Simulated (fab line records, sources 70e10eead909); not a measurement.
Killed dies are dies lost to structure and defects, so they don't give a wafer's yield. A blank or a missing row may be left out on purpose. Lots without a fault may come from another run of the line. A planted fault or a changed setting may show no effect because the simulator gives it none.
Chamber matching | flow nand_harc | NHARC_A_WL_FILL_ALD_10 on ald_hk-03: 4 sister chambers
The step deposits SiO2, target thk 50 nm, pulse time 10 s, ald cycles 500. 4 wafers are shown with their chamber, then 8 later ones without.

WAFERS WITH THEIR CHAMBER
wafer  | chamber | heater_power_w (W)
L318.5 | 0       | 481
L322.1 | 1       | 425
L322.6 | 3       | 515
L323.1 | 2       | 418

WAFERS WITHOUT THEIR CHAMBER
wafer  | heater_power_w (W)
L323.2 | 481
L323.6 | 519
L325.3 | 416
L325.5 | 523
L325.6 | 480
L327.3 | 413
L327.4 | 417
L327.6 | 528

WHICH CHAMBER EACH WENT THROUGH
wafer  | from the rows above     | in truth
L323.2 | 0                       | 0
L323.6 | 3                       | 3
L325.3 | can't be placed: 2 or 1 | 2
L325.5 | 3                       | 3
L325.6 | 0                       | 0
L327.3 | can't be placed: 2 or 1 | 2
L327.4 | can't be placed: 2 or 1 | 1
L327.6 | 3                       | 3
Placed correctly: 5 of 8. Can't be placed from these rows: 3 (the true chamber is among the candidates in 3). Placed wrongly: 0.
How it was worked out, from the rows above alone: a wafer's distance from a chamber is the root of the sum, over the readings, of the square of ((its reading less the chamber's mean) divided by the reading's scatter). The wafer belongs to the nearest chamber; if the next one is less than 2 further off, it can't be placed. A chamber's mean is the mean of its shown wafers. The scatter: with one shown wafer a chamber, the root of the mean of the squares of how far each hidden wafer lies from its nearest shown one.
